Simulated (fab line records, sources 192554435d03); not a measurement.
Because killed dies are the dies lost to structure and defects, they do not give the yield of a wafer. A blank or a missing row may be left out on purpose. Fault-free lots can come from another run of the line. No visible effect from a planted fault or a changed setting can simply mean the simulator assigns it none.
Lot-split experiment -- flow n5 finfet -- 39 wafers read from 7 lots, route of 1938 steps

## THE SPLIT
At N5_FIN_SAQP_HM_DEP_03 (deposits SiNx from SiH4/NH3/N2, target thk 38 nm, time 33.6 s), the setting target thk a was moved away from the recipe's 380 angstrom on 12 of the 39 wafers read, by -55.8% to +49.8%. The other wafers ran this setting at the recipe's value.

## FROM THE SPLIT TO THE READING: what the file shows between them, 3 steps
- N5_FIN_SAQP_THK_MEAS_05
- N5_FIN_SAQP_DEVELOP_15: develop time 30 s (also split here: develop time s)
- N5_FIN_SAQP_MANDREL2_REMOVE_60: chemistry HBr/Cl2/O2, target a-Si, stops on SiNx, bt time 10 s

## THE READING
etch.depth nm (the simulator's own value, which no gauge read), in nm, at N5_FIN_SAQP_HM_OPEN_33 (chemistry CH3F/O2, target SiNx, target depth 49.4 nm, time 70.6 s). The file gives no usual value for it. Here, 27 wafers ran the recipe; their average is 37.43 nm with a standard deviation of 0.39 nm.

wafer,"tool, chamber at the split","target thk a as run, angstrom",against the recipe,"etch.depth nm, nm",against lot-mates on the recipe
L074.1,"pecvd-03, 0",380,recipe,37.24,-
L074.2,"pecvd-03, 1",380,recipe,37.32,-
L074.3,"pecvd-03, 2",380,recipe,37.19,-
L074.4,"pecvd-03, 1",167.8,-55.8%,16.6,-20.65
L074.5,"pecvd-03, 2",167.8,-55.8%,16.46,-20.79
L074.6,"pecvd-03, 0",167.8,-55.8%,16.54,-20.71
L079.1,"pecvd-03, 2",241.3,-36.5%,23.57,-14.26
L079.2,"pecvd-03, 1",380,recipe,37.31,-
L079.3,"pecvd-03, 0",241.3,-36.5%,23.27,-14.56
L079.4,"pecvd-03, 2",380,recipe,37.97,-
L079.5,"pecvd-03, 0",241.3,-36.5%,23.52,-14.31
L079.6,"pecvd-03, 1",380,recipe,38.22,-
L087.1,"pecvd-03, 2",380,recipe,37.26,-
L087.2,"pecvd-03, 1",569.4,+49.8%,56.73,+19.13
L087.3,"pecvd-03, 0",380,recipe,37.26,-
L087.4,"pecvd-03, 2",569.4,+49.8%,57.12,+19.52
L087.5,"pecvd-03, 0",380,recipe,38.29,-
L087.6,"pecvd-03, 1",569.4,+49.8%,57.49,+19.89
L089.1,"pecvd-03, 1",380,recipe,37.49,-
L089.2,"pecvd-03, 0",380,recipe,37.37,-
L089.3,"pecvd-03, 2",380,recipe,37.45,-
L089.4,"pecvd-03, 1",380,recipe,37.91,-
L089.5,"pecvd-03, 0",380,recipe,37.62,-
L089.6,"pecvd-03, 2",380,recipe,38.09,-
L092.1,"pecvd-04, 0",380,recipe,37.25,-
L092.2,"pecvd-04, 2",515.2,+35.6%,50.26,+12.81
L092.3,"pecvd-04, 1",380,recipe,37.36,-
L092.4,"pecvd-04, 0",515.2,+35.6%,51.59,+14.14
L092.5,"pecvd-04, 1",380,recipe,37.75,-
L092.6,"pecvd-04, 2",515.2,+35.6%,51.27,+13.82
L095.1,"pecvd-02, 1",380,recipe,36.81,-
L095.2,"pecvd-02, 0",380,recipe,36.88,-
L095.3,"pecvd-02, 2",380,recipe,36.87,-
L095.4,"pecvd-02, 2",380,recipe,37.22,-
L095.5,"pecvd-02, 0",380,recipe,37.52,-
L095.6,"pecvd-02, 1",380,recipe,37.63,-
L097.1,"pecvd-02, 0",380,recipe,37.09,-
L097.3,"pecvd-02, 1",380,recipe,37.01,-
L097.6,"pecvd-02, 0",380,recipe,37.13,-

THE FIT
A straight line over all 39 wafers: etch.depth nm changes by +0.383 nm for each +1% of target thk a; r = +1.00; the points scatter about the line by 0.44 nm.
The same after taking each lot's own level away (the mean of its wafers on the recipe; 39 wafers): +0.383 nm for each +1%; r = +1.00; scatter 0.4 nm.
According to that fit, moving target thk a by its largest amount changes the reading by 21 nm.
The lots' own levels span 37.077 to 37.833 nm, that is 1.9 times the standard deviation above.
The two slopes agree, so the slope changes little with the lot-to-lot level.
Check: -21.4 nm against its lot-mates is what the line predicts for one of the wafers moved furthest among these (-55.8%) when that wafer is left out of the fit. It came out at -20.6 nm against them.

## ADDITIONAL SPLITS CARRIED BY THESE WAFERS
Other splits were also applied to these wafers ahead of the reading. Each is held against what the fit with the lots' levels taken away leaves over:
other split on the same wafers,wafers away from the commonest value,r with etch.depth nm (lot level and that fit taken away)
N5_FIN_SAQP_DEVELOP_15 develop time s,12,+0.07

## THE WHOLE CHAIN: every reading that the file lists as answering this split, in the file's order
step,what it does,reading,change (the file's fit),r (the file's)
N5_FIN_SAQP_HM_DEP_03,"deposits SiNx from SiH4/NH3/N2, target thk 38 nm, time 33.6 s","SiNx_of_FIN_SAQP_HM_DEP_03.thk nm (the simulator's own value, which no gauge read)",+0.383 nm for each +1% of the setting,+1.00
N5_FIN_SAQP_THK_MEAS_05,,thk nm,withheld for each +1% of the setting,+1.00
N5_FIN_SAQP_HM_OPEN_33,"chemistry CH3F/O2, target SiNx, target depth 49.4 nm, time 70.6 s",etch rf on time s,withheld for each +1% of the setting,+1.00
N5_FIN_SAQP_HM_OPEN_33,"chemistry CH3F/O2, target SiNx, target depth 49.4 nm, time 70.6 s","etch.depth nm (the simulator's own value, which no gauge read)",+0.383 nm for each +1% of the setting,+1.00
N5_FIN_SAQP_FIN_ETCH_36,"etches the open film in HBr/Cl2/O2, target depth 120 nm, time 50.4 s","SiNx_of_FIN_SAQP_HM_DEP_03.thk nm (the simulator's own value, which no gauge read)","not straight: 0.3333 at the lowest setting, 21.2 at the recipe, 40.8 at the highest",not given

## FILE'S OWN FIT
etch.depth nm changes by +0.383 nm for each +1% of target thk a, r = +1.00.
